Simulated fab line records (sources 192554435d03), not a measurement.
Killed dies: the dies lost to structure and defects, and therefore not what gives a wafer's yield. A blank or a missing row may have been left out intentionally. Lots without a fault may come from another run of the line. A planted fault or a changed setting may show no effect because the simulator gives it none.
fab line records :: flow n5Finfet
record
  lots=7
  wafers=21
  lastDay=16
route steps=1938 shown MIM_BOT_ETCH@1868 PASS1_CAP@1873 TV_LITHO@1875
lots untouched by any fault: they come from a run of this same line in which no faults occurred
startH: hours from the record's opening day to when the first of the lot's shown wafers began :: waitH: hours since the lot's step before :: " as in the row above :: L1.1+2: a row that stands for several wafers :: - no value, or no start was given :: * or withheld: withheld :: < > ~ a bound
route shown NAME@n: NAME is a module with steps in the file, n the number in the route of the first one :: usual: the fault-free wafers' mean and standard deviation :: same: alike in all rows :: chamber/n: place in a boat :: sites: each site's reading :: _std_site: standard deviation across them :: _edge_site: inner sites' mean taken away from outer sites' mean :: radiusMm: for every site, how far away it sits from the centre of the wafer :: mask NAME#n: copy n :: behind: the most recent tool/chamber to have shaped the wafer :: hold: the reason the lot was held/the length of the hold in hours/how it ended :: device: whichever transistor did not switch (one of n, p or np) :: end of line: tests of these same wafers at the route's end :: for a step that has no rows: nothing shown but its recipe :: killed: count of dies lost to structure and defects at first sort (not the wafer's yield) :: map: a wafer's dies, x killed, . not, _ none there
set.NAME: the setting the step ran with; set.NAME@STEP: the setting that earlier step ran with :: model.NAME: the simulator's own value behind a step, which no gauge read
certain route steps with their lots: each step a table, each wafer a row
services: a tool's chamber out of use, with start hour (startH, from the record's first day; less than 0 if before it), hours out, and reason
## steps
# step N5_MIM_BOT_ETCH_ETCH_00
# recipe
  chemistry=Cl2/BCl3
  target=TiN
  targetDepthA=455
  ionEnergyEv=150
  pressureMtorr=10
  icpW=1000
  biasW=126
  Cl2_flow_sccm=53.25
  bcl3FlowSccm=21.75
  Ar_flow_sccm=25
# usual
  chamberPressureMTorr=10.000/0.0082
  drypumpMotorCurrentA=5.6/0.4
  oesProductAu=0.80/0.069
  throttleValvePct=21.88/0.23
lot.wafer: L138.2
tool: rieMetal-01
chamber: 0
startH: 263.59
waitH: 0.1
chamberPressureMTorr: 10.003
drypumpMotorCurrentA: 5.3
oesProductAu: 0.86
rfHoursCounterH: 18
throttleValvePct: 21.78

lot.wafer: L138.3
tool: rieMetal-01
chamber: 0
startH: 263.59
waitH: 0.1
chamberPressureMTorr: 10.010
drypumpMotorCurrentA: 5.3
oesProductAu: 0.86
rfHoursCounterH: -
throttleValvePct: 21.79

lot.wafer: L138.6
tool: rieMetal-01
chamber: 1
startH: 263.59
waitH: 0.1
chamberPressureMTorr: 9.988
drypumpMotorCurrentA: 6.1
oesProductAu: 0.76
rfHoursCounterH: -
throttleValvePct: 22.13

lot.wafer: L139.3
tool: rieMetal-01
chamber: 1
startH: 266.29
waitH: 0.1
chamberPressureMTorr: 9.989
drypumpMotorCurrentA: 6.1
oesProductAu: 0.76
rfHoursCounterH: -
throttleValvePct: 22.15

lot.wafer: L139.5
tool: rieMetal-01
chamber: 1
startH: 266.29
waitH: 0.1
chamberPressureMTorr: 10.011
drypumpMotorCurrentA: 6.1
oesProductAu: 0.75
rfHoursCounterH: -
throttleValvePct: 22.14

lot.wafer: L139.6
tool: rieMetal-01
chamber: 0
startH: 266.29
waitH: 0.1
chamberPressureMTorr: 10.010
drypumpMotorCurrentA: 5.3
oesProductAu: 0.85
rfHoursCounterH: -
throttleValvePct: 21.80

lot.wafer: L141.1
tool: rieMetal-02
chamber: 1
startH: 269.09
waitH: 0.1
chamberPressureMTorr: 10.009
drypumpMotorCurrentA: 6.0
oesProductAu: 0.85
rfHoursCounterH: 24
throttleValvePct: 22.07

lot.wafer: L141.2
tool: rieMetal-02
chamber: 0
startH: 269.09
waitH: 0.1
chamberPressureMTorr: 10.009
drypumpMotorCurrentA: 5.0
oesProductAu: 0.63
rfHoursCounterH: 106
throttleValvePct: 21.99

lot.wafer: L141.4
tool: rieMetal-02
chamber: 1
startH: 269.09
waitH: 0.1
chamberPressureMTorr: 9.991
drypumpMotorCurrentA: 6.0
oesProductAu: 0.84
rfHoursCounterH: -
throttleValvePct: 22.08

lot.wafer: L140.1
tool: rieMetal-03
chamber: 1
startH: 273.09
waitH: 0.1
chamberPressureMTorr: 9.997
drypumpMotorCurrentA: 5.9
oesProductAu: 0.75
rfHoursCounterH: 48
throttleValvePct: 21.93

lot.wafer: L140.3
tool: rieMetal-03
chamber: 1
startH: 273.09
waitH: 0.1
chamberPressureMTorr: 10.006
drypumpMotorCurrentA: 5.9
oesProductAu: 0.76
rfHoursCounterH: -
throttleValvePct: 21.93

lot.wafer: L140.4
tool: rieMetal-03
chamber: 0
startH: 273.09
waitH: 0.1
chamberPressureMTorr: 10.007
drypumpMotorCurrentA: 5.3
oesProductAu: 0.83
rfHoursCounterH: -
throttleValvePct: 21.43

lot.wafer: L147.1
tool: rieMetal-01
chamber: 1
startH: 324.34
waitH: 0.1
chamberPressureMTorr: 9.992
drypumpMotorCurrentA: 6.1
oesProductAu: 0.75
rfHoursCounterH: 56
throttleValvePct: 22.14

lot.wafer: L147.4
tool: rieMetal-01
chamber: 1
startH: 324.34
waitH: 0.1
chamberPressureMTorr: 10.000
drypumpMotorCurrentA: 6.1
oesProductAu: 0.75
rfHoursCounterH: -
throttleValvePct: 22.15

lot.wafer: L147.5
tool: rieMetal-01
chamber: 0
startH: 324.34
waitH: 0.1
chamberPressureMTorr: 9.985
drypumpMotorCurrentA: 5.3
oesProductAu: 0.84
rfHoursCounterH: -
throttleValvePct: 21.79

lot.wafer: L156.2
tool: rieMetal-02
chamber: 1
startH: 376.80
waitH: 0.1
chamberPressureMTorr: 10.006
drypumpMotorCurrentA: 6.0
oesProductAu: 0.80
rfHoursCounterH: 36
throttleValvePct: 22.12

lot.wafer: L156.4
tool: rieMetal-02
chamber: 0
startH: 376.80
waitH: 0.1
chamberPressureMTorr: 9.997
drypumpMotorCurrentA: 5.0
oesProductAu: 0.93
rfHoursCounterH: -
throttleValvePct: 21.81

lot.wafer: L156.5
tool: rieMetal-02
chamber: 0
startH: 376.80
waitH: 0.1
chamberPressureMTorr: 10.001
drypumpMotorCurrentA: 5.0
oesProductAu: 0.94
rfHoursCounterH: -
throttleValvePct: 21.79

lot.wafer: L158.1
tool: rieMetal-02
chamber: 1
startH: 383.39
waitH: 0.1
chamberPressureMTorr: 10.003
drypumpMotorCurrentA: 6.0
oesProductAu: 0.81
rfHoursCounterH: 37
throttleValvePct: 22.11

lot.wafer: L158.2
tool: rieMetal-02
chamber: 0
startH: 383.39
waitH: 0.1
chamberPressureMTorr: 9.996
drypumpMotorCurrentA: 5.0
oesProductAu: 0.93
rfHoursCounterH: 4
throttleValvePct: 21.81

lot.wafer: L158.6
tool: rieMetal-02
chamber: 1
startH: 383.39
waitH: 0.1
chamberPressureMTorr: 10.006
drypumpMotorCurrentA: 6.0
oesProductAu: 0.81
rfHoursCounterH: -
throttleValvePct: 22.10
# step N5_MIM_BOT_ETCH_STRIP_01
# recipe
  chemistry=O2
  powerW=600
  tempC=60
  pressureMtorr=30
  rfFrequencyHz=6e+07
  biasPowerW=0
  overashFraction=0.5
  o2FlowSccm=225
# usual
  chamberPressureMTorr=29.99/0.076
  drypumpMotorCurrentA=5.8/0.39
  oesProductAu=0.80/0.1
  rfVppV=3.8/1.3
  showerheadPlenumPTorr=2.09/0.095
  throttleValvePct=16.74/0.29
# same
  overashFraction=0.5
lot.wafer: L138.2
tool: rieDiel-02
chamber: 3
startH: 263.73
waitH: 0.1
chamberPressureMTorr: 30.10
drypumpMotorCurrentA: 6.1
oesProductAu: 0.70
rfHoursCounterH: 226
rfVppV: 4.4
showerheadPlenumPTorr: 1.98
throttleValvePct: 17.22

lot.wafer: L138.3
tool: rieDiel-02
chamber: 0
startH: 263.73
waitH: 0.1
chamberPressureMTorr: 29.83
drypumpMotorCurrentA: 5.9
oesProductAu: 0.69
rfHoursCounterH: 245
rfVppV: 6.4
showerheadPlenumPTorr: 1.98
throttleValvePct: 16.96

lot.wafer: L138.6
tool: rieDiel-02
chamber: 1
startH: 263.73
waitH: 0.1
chamberPressureMTorr: 29.92
drypumpMotorCurrentA: 5.0
oesProductAu: 0.68
rfHoursCounterH: -
rfVppV: 7.5
showerheadPlenumPTorr: 1.98
throttleValvePct: 16.66

lot.wafer: L139.3
tool: rieDiel-06
chamber: 2
startH: 266.39
waitH: 0.1
chamberPressureMTorr: 30.05
drypumpMotorCurrentA: 5.9
oesProductAu: 0.89
rfHoursCounterH: 44
rfVppV: 6.5
showerheadPlenumPTorr: 2.06
throttleValvePct: 16.32

lot.wafer: L139.5
tool: rieDiel-06
chamber: 2
startH: 266.39
waitH: 0.1
chamberPressureMTorr: 29.86
drypumpMotorCurrentA: 5.9
oesProductAu: 0.88
rfHoursCounterH: -
rfVppV: 6.0
showerheadPlenumPTorr: 2.06
throttleValvePct: 16.29

lot.wafer: L139.6
tool: rieDiel-06
chamber: 1
startH: 266.39
waitH: 0.1
chamberPressureMTorr: 30.01
drypumpMotorCurrentA: 5.9
oesProductAu: 0.70
rfHoursCounterH: -
rfVppV: 3.8
showerheadPlenumPTorr: 2.08
throttleValvePct: 16.97

lot.wafer: L141.1
tool: rieDiel-02
chamber: 2
startH: 269.24
waitH: 0.1
chamberPressureMTorr: 30.05
drypumpMotorCurrentA: 6.1
oesProductAu: 0.72
rfHoursCounterH: 215
rfVppV: 3.3
showerheadPlenumPTorr: 2.17
throttleValvePct: 17.19

lot.wafer: L141.2
tool: rieDiel-02
chamber: 3
startH: 269.24
waitH: 0.1
chamberPressureMTorr: 30.06
drypumpMotorCurrentA: 6.1
oesProductAu: 0.69
rfHoursCounterH: 228
rfVppV: 3.3
showerheadPlenumPTorr: 1.98
throttleValvePct: 17.22

lot.wafer: L141.4
tool: rieDiel-02
chamber: 1
startH: 269.24
waitH: 0.1
chamberPressureMTorr: 29.96
drypumpMotorCurrentA: 5.0
oesProductAu: 0.69
rfHoursCounterH: 216
rfVppV: 2.9
showerheadPlenumPTorr: 1.98
throttleValvePct: 16.70

lot.wafer: L140.1
tool: rieDiel-05
chamber: 2
startH: 273.26
waitH: 0.1
chamberPressureMTorr: 29.94
drypumpMotorCurrentA: 6.2
oesProductAu: 0.86
rfHoursCounterH: 42
rfVppV: 5.8
showerheadPlenumPTorr: 2.12
throttleValvePct: 16.63

lot.wafer: L140.3
tool: rieDiel-05
chamber: 0
startH: 273.26
waitH: 0.1
chamberPressureMTorr: 29.91
drypumpMotorCurrentA: 5.6
oesProductAu: 0.80
rfHoursCounterH: 90
rfVppV: 6.3
showerheadPlenumPTorr: 2.02
throttleValvePct: 16.47

lot.wafer: L140.4
tool: rieDiel-05
chamber: 2
startH: 273.26
waitH: 0.1
chamberPressureMTorr: 30.00
drypumpMotorCurrentA: 6.2
oesProductAu: 0.86
rfHoursCounterH: -
rfVppV: 3.9
showerheadPlenumPTorr: 2.13
throttleValvePct: 16.62

lot.wafer: L147.1
tool: rieDiel-02
chamber: 2
startH: 324.48
waitH: 0.1
chamberPressureMTorr: 30.17
drypumpMotorCurrentA: 6.1
oesProductAu: 0.69
rfHoursCounterH: 236
rfVppV: 2.7
showerheadPlenumPTorr: 2.16
throttleValvePct: 17.26

lot.wafer: L147.4
tool: rieDiel-02
chamber: 3
startH: 324.48
waitH: 0.1
chamberPressureMTorr: 30.04
drypumpMotorCurrentA: 6.1
oesProductAu: 0.68
rfHoursCounterH: 249
rfVppV: 3.2
showerheadPlenumPTorr: 1.97
throttleValvePct: 17.26

lot.wafer: L147.5
tool: rieDiel-02
chamber: 3
startH: 324.48
waitH: 0.1
chamberPressureMTorr: 29.99
drypumpMotorCurrentA: 6.1
oesProductAu: 0.66
rfHoursCounterH: -
rfVppV: 2.3
showerheadPlenumPTorr: 1.97
throttleValvePct: 17.31

lot.wafer: L156.2
tool: rieDiel-02
chamber: 0
startH: 376.99
waitH: 0.1
chamberPressureMTorr: 30.03
drypumpMotorCurrentA: 5.9
oesProductAu: 0.90
rfHoursCounterH: 24
rfVppV: 2.2
showerheadPlenumPTorr: 2.24
throttleValvePct: 16.56

lot.wafer: L156.4
tool: rieDiel-02
chamber: 3
startH: 376.99
waitH: 0.1
chamberPressureMTorr: 29.98
drypumpMotorCurrentA: 6.1
oesProductAu: 0.94
rfHoursCounterH: -
rfVppV: 4.5
showerheadPlenumPTorr: 2.23
throttleValvePct: 16.78

lot.wafer: L156.5
tool: rieDiel-02
chamber: 2
startH: 376.99
waitH: 0.1
chamberPressureMTorr: 29.92
drypumpMotorCurrentA: 6.1
oesProductAu: 0.69
rfHoursCounterH: -
rfVppV: 4.3
showerheadPlenumPTorr: 2.15
throttleValvePct: 17.27

lot.wafer: L158.1
tool: rieDiel-05
chamber: 0
startH: 383.53
waitH: 0.1
chamberPressureMTorr: 30.09
drypumpMotorCurrentA: 5.6
oesProductAu: 0.76
rfHoursCounterH: 134
rfVppV: 3.6
showerheadPlenumPTorr: 2.01
throttleValvePct: 16.61

lot.wafer: L158.2
tool: rieDiel-05
chamber: 1
startH: 383.53
waitH: 0.1
chamberPressureMTorr: 29.92
drypumpMotorCurrentA: 5.1
oesProductAu: 0.84
rfHoursCounterH: 97
rfVppV: 8.0
showerheadPlenumPTorr: 2.02
throttleValvePct: 16.52

lot.wafer: L158.6
tool: rieDiel-05
chamber: 1
startH: 383.53
waitH: 0.1
chamberPressureMTorr: 30.00
drypumpMotorCurrentA: 5.1
oesProductAu: 0.84
rfHoursCounterH: -
rfVppV: 2.1
showerheadPlenumPTorr: 2.02
throttleValvePct: 16.50
# step N5_MIM_BOT_ETCH_STRIP_02
# recipe
  chemistry=postEtchResidueRemover
  timeS=1200
  tempC=72.5
# step N5_MIM_BOT_ETCH_CLEAN_05
# recipe
  chemistry=IPA
  timeS=180
  tempC=25
# step N5_MIM_BOT_ETCH_SRD_06
# recipe
  dry=ipaMarangoni
  timeS=30
  tempC=23
  rinseLiquid=diw
# step N5_PASSIVATION_PECVD_55
# recipe
  material=SiO2
  targetThkA=4000
  tempC=400
  precursor=SiH4/N2O
  pressureTorr=2.7
  rfW=608
  timeS=22.5
# usual
  heaterPowerW=702/93
  showerheadPlenumPTorr=8.17/0.095
  throttleValvePct=51.8/2
lot.wafer: L138.2
tool: pecvd-04
chamber: 2
startH: 264.23
waitH: 0.0
heaterPowerW: 721
showerheadPlenumPTorr: 8.26
sinceWetCleanH: 214
throttleValvePct: 48.7

lot.wafer: L138.3
tool: pecvd-04
chamber: 1
startH: 264.23
waitH: 0.0
heaterPowerW: 641
showerheadPlenumPTorr: 8.07
sinceWetCleanH: 1693
throttleValvePct: 53.5

lot.wafer: L138.6
tool: pecvd-04
chamber: 0
startH: 264.23
waitH: 0.0
heaterPowerW: 755
showerheadPlenumPTorr: 8.20
sinceWetCleanH: -
throttleValvePct: 53.8

lot.wafer: L139.3
tool: pecvd-04
chamber: 0
startH: 266.90
waitH: 0.0
heaterPowerW: 812
showerheadPlenumPTorr: 8.22
sinceWetCleanH: 971
throttleValvePct: 53.9

lot.wafer: L139.5
tool: pecvd-04
chamber: 2
startH: 266.90
waitH: 0.0
heaterPowerW: 826
showerheadPlenumPTorr: 8.28
sinceWetCleanH: -
throttleValvePct: 48.7

lot.wafer: L139.6
tool: pecvd-04
chamber: 1
startH: 266.90
waitH: 0.0
heaterPowerW: 553
showerheadPlenumPTorr: 8.05
sinceWetCleanH: -
throttleValvePct: 53.2

lot.wafer: L141.1
tool: pecvd-04
chamber: 1
startH: 269.74
waitH: 0.0
heaterPowerW: 655
showerheadPlenumPTorr: 8.04
sinceWetCleanH: 1699
throttleValvePct: 53.4

lot.wafer: L141.2
tool: pecvd-04
chamber: 2
startH: 269.74
waitH: 0.0
heaterPowerW: 776
showerheadPlenumPTorr: 8.24
sinceWetCleanH: 220
throttleValvePct: 48.5

lot.wafer: L141.4
tool: pecvd-04
chamber: 1
startH: 269.74
waitH: 0.0
heaterPowerW: 629
showerheadPlenumPTorr: 8.03
sinceWetCleanH: -
throttleValvePct: 53.4

lot.wafer: L140.1
tool: pecvd-04
chamber: 1
startH: 273.76
waitH: 0.0
heaterPowerW: 553
showerheadPlenumPTorr: 8.03
sinceWetCleanH: 1703
throttleValvePct: 53.4

lot.wafer: L140.3
tool: pecvd-04
chamber: 0
startH: 273.76
waitH: 0.0
heaterPowerW: 793
showerheadPlenumPTorr: 8.18
sinceWetCleanH: 978
throttleValvePct: 54.4

lot.wafer: L140.4
tool: pecvd-04
chamber: 0
startH: 273.76
waitH: 0.0
heaterPowerW: 847
showerheadPlenumPTorr: 8.21
sinceWetCleanH: -
throttleValvePct: 53.8

lot.wafer: L147.1
tool: pecvd-03
chamber: 1
startH: 324.98
waitH: 0.0
heaterPowerW: 648
showerheadPlenumPTorr: 8.35
sinceWetCleanH: 1935
throttleValvePct: 51.3

lot.wafer: L147.4
tool: pecvd-03
chamber: 0
startH: 324.98
waitH: 0.0
heaterPowerW: 821
showerheadPlenumPTorr: 8.17
sinceWetCleanH: -
throttleValvePct: 52.5

lot.wafer: L147.5
tool: pecvd-03
chamber: 2
startH: 324.98
waitH: 0.0
heaterPowerW: 760
showerheadPlenumPTorr: 8.06
sinceWetCleanH: -
throttleValvePct: 52.1

lot.wafer: L156.2
tool: pecvd-04
chamber: 1
startH: 377.89
waitH: 0.0
heaterPowerW: 600
showerheadPlenumPTorr: 8.05
sinceWetCleanH: 1807
throttleValvePct: 53.3

lot.wafer: L156.4
tool: pecvd-04
chamber: 1
startH: 377.89
waitH: 0.0
heaterPowerW: 656
showerheadPlenumPTorr: 8.04
sinceWetCleanH: -
throttleValvePct: 53.4

lot.wafer: L156.5
tool: pecvd-04
chamber: 2
startH: 377.89
waitH: 0.0
heaterPowerW: 798
showerheadPlenumPTorr: 8.27
sinceWetCleanH: -
throttleValvePct: 49.5

lot.wafer: L158.1
tool: pecvd-04
chamber: 1
startH: 384.03
waitH: 0.0
heaterPowerW: 649
showerheadPlenumPTorr: 8.04
sinceWetCleanH: 1813
throttleValvePct: 53.4

lot.wafer: L158.2
tool: pecvd-04
chamber: 2
startH: 384.03
waitH: 0.0
heaterPowerW: 784
showerheadPlenumPTorr: 8.26
sinceWetCleanH: 334
throttleValvePct: 49.6

lot.wafer: L158.6
tool: pecvd-04
chamber: 1
startH: 384.03
waitH: 0.0
heaterPowerW: 523
showerheadPlenumPTorr: 8.03
sinceWetCleanH: -
throttleValvePct: 53.4
# step N5_PASSIVATION_PECVD_01
# recipe
  material=SiNx
  targetThkA=2000
  tempC=400
  precursor=SiH4/NH3/N2
  pressureTorr=4.9
  rfW=1406
  timeS=43.2
# usual
  heaterPowerW=430/89
  showerheadPlenumPTorr=8.68/0.064
  throttleValvePct=29.3/1.1
lot.wafer: L138.2
tool: pecvd-04
chamber: 2
startH: 264.27
waitH: 0.0
heaterPowerW: 407
showerheadPlenumPTorr: 8.75
sinceWetCleanH: 214
throttleValvePct: 27.6

lot.wafer: L138.3
tool: pecvd-04
chamber: 1
startH: 264.27
waitH: 0.0
heaterPowerW: 259
showerheadPlenumPTorr: 8.60
sinceWetCleanH: 1693
throttleValvePct: 30.0

lot.wafer: L138.6
tool: pecvd-04
chamber: 0
startH: 264.27
waitH: 0.0
heaterPowerW: 526
showerheadPlenumPTorr: 8.71
sinceWetCleanH: -
throttleValvePct: 30.3

lot.wafer: L139.3
tool: pecvd-04
chamber: 0
startH: 266.93
waitH: 0.0
heaterPowerW: 582
showerheadPlenumPTorr: 8.69
sinceWetCleanH: 971
throttleValvePct: 30.5

lot.wafer: L139.5
tool: pecvd-04
chamber: 2
startH: 266.93
waitH: 0.0
heaterPowerW: 421
showerheadPlenumPTorr: 8.74
sinceWetCleanH: -
throttleValvePct: 27.3

lot.wafer: L139.6
tool: pecvd-04
chamber: 1
startH: 266.93
waitH: 0.0
heaterPowerW: 368
showerheadPlenumPTorr: 8.58
sinceWetCleanH: -
throttleValvePct: 30.3

lot.wafer: L141.1
tool: pecvd-04
chamber: 1
startH: 269.77
waitH: 0.0
heaterPowerW: 342
showerheadPlenumPTorr: 8.60
sinceWetCleanH: 1699
throttleValvePct: 30.4

lot.wafer: L141.2
tool: pecvd-04
chamber: 2
startH: 269.77
waitH: 0.0
heaterPowerW: 396
showerheadPlenumPTorr: 8.75
sinceWetCleanH: 220
throttleValvePct: 27.5

lot.wafer: L141.4
tool: pecvd-04
chamber: 1
startH: 269.77
waitH: 0.0
heaterPowerW: 350
showerheadPlenumPTorr: 8.61
sinceWetCleanH: -
throttleValvePct: 30.4

lot.wafer: L140.1
tool: pecvd-04
chamber: 1
startH: 273.80
waitH: 0.0
heaterPowerW: 381
showerheadPlenumPTorr: 8.62
sinceWetCleanH: 1703
throttleValvePct: 30.2

lot.wafer: L140.3
tool: pecvd-04
chamber: 0
startH: 273.80
waitH: 0.0
heaterPowerW: 485
showerheadPlenumPTorr: 8.68
sinceWetCleanH: 978
throttleValvePct: 30.5

lot.wafer: L140.4
tool: pecvd-04
chamber: 0
startH: 273.80
waitH: 0.0
heaterPowerW: 510
showerheadPlenumPTorr: 8.72
sinceWetCleanH: -
throttleValvePct: 30.4

lot.wafer: L147.1
tool: pecvd-03
chamber: 1
startH: 325.01
waitH: 0.0
heaterPowerW: 403
showerheadPlenumPTorr: 8.78
sinceWetCleanH: 1935
throttleValvePct: 29.0

lot.wafer: L147.4
tool: pecvd-03
chamber: 0
startH: 325.01
waitH: 0.0
heaterPowerW: 533
showerheadPlenumPTorr: 8.68
sinceWetCleanH: -
throttleValvePct: 29.7

lot.wafer: L147.5
tool: pecvd-03
chamber: 2
startH: 325.01
waitH: 0.0
heaterPowerW: 493
showerheadPlenumPTorr: 8.60
sinceWetCleanH: -
throttleValvePct: 29.5

lot.wafer: L156.2
tool: pecvd-04
chamber: 1
startH: 377.93
waitH: 0.0
heaterPowerW: 282
showerheadPlenumPTorr: 8.58
sinceWetCleanH: 1807
throttleValvePct: 30.1

lot.wafer: L156.4
tool: pecvd-04
chamber: 1
startH: 377.93
waitH: 0.0
heaterPowerW: 290
showerheadPlenumPTorr: 8.60
sinceWetCleanH: -
throttleValvePct: 30.2

lot.wafer: L156.5
tool: pecvd-04
chamber: 2
startH: 377.93
waitH: 0.0
heaterPowerW: 495
showerheadPlenumPTorr: 8.71
sinceWetCleanH: -
throttleValvePct: 27.8

lot.wafer: L158.1
tool: pecvd-04
chamber: 1
startH: 384.06
waitH: 0.0
heaterPowerW: 393
showerheadPlenumPTorr: 8.62
sinceWetCleanH: 1813
throttleValvePct: 30.2

lot.wafer: L158.2
tool: pecvd-04
chamber: 2
startH: 384.06
waitH: 0.0
heaterPowerW: 485
showerheadPlenumPTorr: 8.73
sinceWetCleanH: 334
throttleValvePct: 28.1

lot.wafer: L158.6
tool: pecvd-04
chamber: 1
startH: 384.06
waitH: 0.0
heaterPowerW: 238
showerheadPlenumPTorr: 8.63
sinceWetCleanH: -
throttleValvePct: 30.1
# step N5_PASSIVATION_HMDS_03
# recipe
  timeS=60
  tempC=120
# step N5_PASSIVATION_COAT_04
# recipe
  spinRpm=*
  resistThkNm=*
# step N5_PASSIVATION_EBR_06
# recipe
  solvent=PGMEA
  ebrWidthMm=1.5
# step N5_PASSIVATION_SOFTBAKE_05
# recipe
  tempC=100
  timeS=90
# step N5_PASSIVATION_EXPOSE_07
# recipe
  maskId=TV
  na=0.55
  sourceShape=conventional
  sigmaOuter=0.8
  polarization=unpolarized
  defocusNm=0
  targetCdNm=3000
  doseMj=22.75
# step N5_PASSIVATION_PEB_08
# recipe
  pebTempC=withheld
  pebTimeS=*
# usual
  chillPlateTempC=*
  exhaustPa=45.0/0.84
  resistLineTempC=*
lot.wafer: L138.2
tool: lithoTrack-03
chamber: 0
startH: 265.54
waitH: 0.0
chillPlateTempC: *
exhaustPa: 43.9
resistLineTempC: *

lot.wafer: L138.3
tool: lithoTrack-03
chamber: 0
startH: 265.54
waitH: 0.0
chillPlateTempC: *
exhaustPa: 44.9
resistLineTempC: *

lot.wafer: L138.6
tool: lithoTrack-03
chamber: 0
startH: 265.54
waitH: 0.0
chillPlateTempC: *
exhaustPa: 44.4
resistLineTempC: *

lot.wafer: L139.3
tool: lithoTrack-03
chamber: -
startH: 267.47
waitH: 0.0
chillPlateTempC: -
exhaustPa: -
resistLineTempC: -

lot.wafer: L139.5
tool: lithoTrack-03
chamber: -
startH: 267.47
waitH: 0.0
chillPlateTempC: -
exhaustPa: -
resistLineTempC: -

lot.wafer: L139.6
tool: lithoTrack-03
chamber: -
startH: 267.47
waitH: 0.0
chillPlateTempC: -
exhaustPa: -
resistLineTempC: -

lot.wafer: L141.1
tool: lithoTrack-05
chamber: -
startH: 271.55
waitH: 0.1
chillPlateTempC: -
exhaustPa: -
resistLineTempC: -

lot.wafer: L141.2
tool: lithoTrack-05
chamber: -
startH: 271.55
waitH: 0.1
chillPlateTempC: -
exhaustPa: -
resistLineTempC: -

lot.wafer: L141.4
tool: lithoTrack-05
chamber: -
startH: 271.55
waitH: 0.1
chillPlateTempC: -
exhaustPa: -
resistLineTempC: -

lot.wafer: L140.1
tool: lithoTrack-02
chamber: -
startH: 275.10
waitH: 0.1
chillPlateTempC: -
exhaustPa: -
resistLineTempC: -

lot.wafer: L140.3
tool: lithoTrack-02
chamber: -
startH: 275.10
waitH: 0.1
chillPlateTempC: -
exhaustPa: -
resistLineTempC: -

lot.wafer: L140.4
tool: lithoTrack-02
chamber: -
startH: 275.10
waitH: 0.1
chillPlateTempC: -
exhaustPa: -
resistLineTempC: -

lot.wafer: L147.1
tool: lithoTrack-05
chamber: 0
startH: 328.62
waitH: 0.1
chillPlateTempC: *
exhaustPa: 46.0
resistLineTempC: *

lot.wafer: L147.4
tool: lithoTrack-05
chamber: 0
startH: 328.62
waitH: 0.1
chillPlateTempC: *
exhaustPa: 45.0
resistLineTempC: *

lot.wafer: L147.5
tool: lithoTrack-05
chamber: 0
startH: 328.62
waitH: 0.1
chillPlateTempC: *
exhaustPa: 45.6
resistLineTempC: *

lot.wafer: L156.2
tool: lithoTrack-02
chamber: 0
startH: 380.08
waitH: 0.0
chillPlateTempC: *
exhaustPa: 45.2
resistLineTempC: *

lot.wafer: L156.4
tool: lithoTrack-02
chamber: 0
startH: 380.08
waitH: 0.0
chillPlateTempC: *
exhaustPa: 46.3
resistLineTempC: *

lot.wafer: L156.5
tool: lithoTrack-02
chamber: 0
startH: 380.08
waitH: 0.0
chillPlateTempC: *
exhaustPa: 45.4
resistLineTempC: *

lot.wafer: L158.1
tool: lithoTrack-05
chamber: 0
startH: 384.65
waitH: 0.1
chillPlateTempC: *
exhaustPa: 45.4
resistLineTempC: *

lot.wafer: L158.2
tool: lithoTrack-05
chamber: 0
startH: 384.65
waitH: 0.1
chillPlateTempC: *
exhaustPa: 45.3
resistLineTempC: *

lot.wafer: L158.6
tool: lithoTrack-05
chamber: 0
startH: 384.65
waitH: 0.1
chillPlateTempC: *
exhaustPa: 44.0
resistLineTempC: *
# step N5_PASSIVATION_DEVELOP_09
# recipe
  developTimeS=60
  rinseLiquid=diw
  dry=airSpin
  devTempC=21
## services
tool: pecvd-04
chamber: 2
startH: 241.44
hours: 2.1
kind: scheduledDown

tool: rieDiel-02
chamber: -
startH: 243.77
hours: 0.4
kind: repair

tool: rieDiel-05
chamber: 0
startH: 246.43
hours: 14.1
kind: repair

tool: rieDiel-06
chamber: 1
startH: 249.84
hours: 9.5
kind: repair

tool: rieMetal-02
chamber: -
startH: 250.37
hours: 0.5
kind: repair

tool: pecvd-03
chamber: -
startH: 255.30
hours: 4.5
kind: repair

tool: rieDiel-06
chamber: 0
startH: 274.73
hours: 1.6
kind: repair

tool: rieDiel-06
chamber: 0
startH: 276.83
hours: 7.2
kind: repair

tool: rieDiel-02
chamber: 0
startH: 286.55
hours: 12.4
kind: repair

tool: pecvd-04
chamber: 0
startH: 319.25
hours: 2.1
kind: scheduledDown

tool: rieDiel-02
chamber: -
startH: 320.74
hours: 3.6
kind: repair

tool: rieDiel-02
chamber: 3
startH: 326.28
hours: -
kind: clean

tool: rieDiel-02
chamber: 3
startH: 326.28
hours: -
kind: consumableReplace:focusRing

tool: rieDiel-02
chamber: 3
startH: 326.28
hours: -
kind: consumableReplace:showerhead

tool: rieDiel-02
chamber: 3
startH: 326.28
hours: 17.4
kind: scheduledDown

tool: rieDiel-02
chamber: 2
startH: 328.81
hours: 3.2
kind: repair

tool: rieMetal-02
chamber: -
startH: 340.53
hours: 4.3
kind: pm

tool: rieDiel-06
chamber: 1
startH: 352.27
hours: 2.4
kind: repair

tool: pecvd-03
chamber: -
startH: 354.52
hours: 5.5
kind: pm

tool: rieDiel-02
chamber: 1
startH: 362.03
hours: 1.3
kind: repair

tool: rieDiel-05
chamber: 2
startH: 366.19
hours: 1.2
kind: repair

tool: rieDiel-06
chamber: 2
startH: 368.01
hours: 12.3
kind: repair

tool: rieMetal-03
chamber: -
startH: 375.76
hours: 0.7
kind: repair

tool: rieMetal-03
chamber: -
startH: 382.05
hours: 28.1
kind: pm
## key
firstSign
  step=N5_PASSIVATION_PEB_08
  reading=toolRecord
  direction=missing
effect none on later readings
metAt N5_PASSIVATION_PEB_08
struckWafers L139.3,L139.5,L139.6,L140.1,L140.3,L140.4,L141.1,L141.2,L141.4
laterRowsLeftOut L139.3,L139.5,L139.6,L140.1,L140.3,L140.4,L141.1,L141.2,L141.4
sortLeftOut L139.3,L139.5,L139.6,L140.1,L140.3,L140.4,L141.1,L141.2,L141.4
onsetBetween 265.54 267.47
earlierFault
  kind=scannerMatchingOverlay
  tool=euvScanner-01
  chamber=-
  onsetH=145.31
  steps=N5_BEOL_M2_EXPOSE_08
  offset=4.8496
fault
  kind=skippedStepWhole
  tool=lithoTrack-02,lithoTrack-03,lithoTrack-05
  chamber=-
  onsetH=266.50
  steps=N5_PASSIVATION_PEB_08
  scope=struckLotsOnly
# sortLeftOut: the simulated sort isn't trusted on such a fault, so these wafers' sort isn't shown, and their yield isn't known
# laterRowsLeftOut: the simulator's readings of these wafers behind a module that went badly wrong aren't trusted and aren't shown, but for the sort
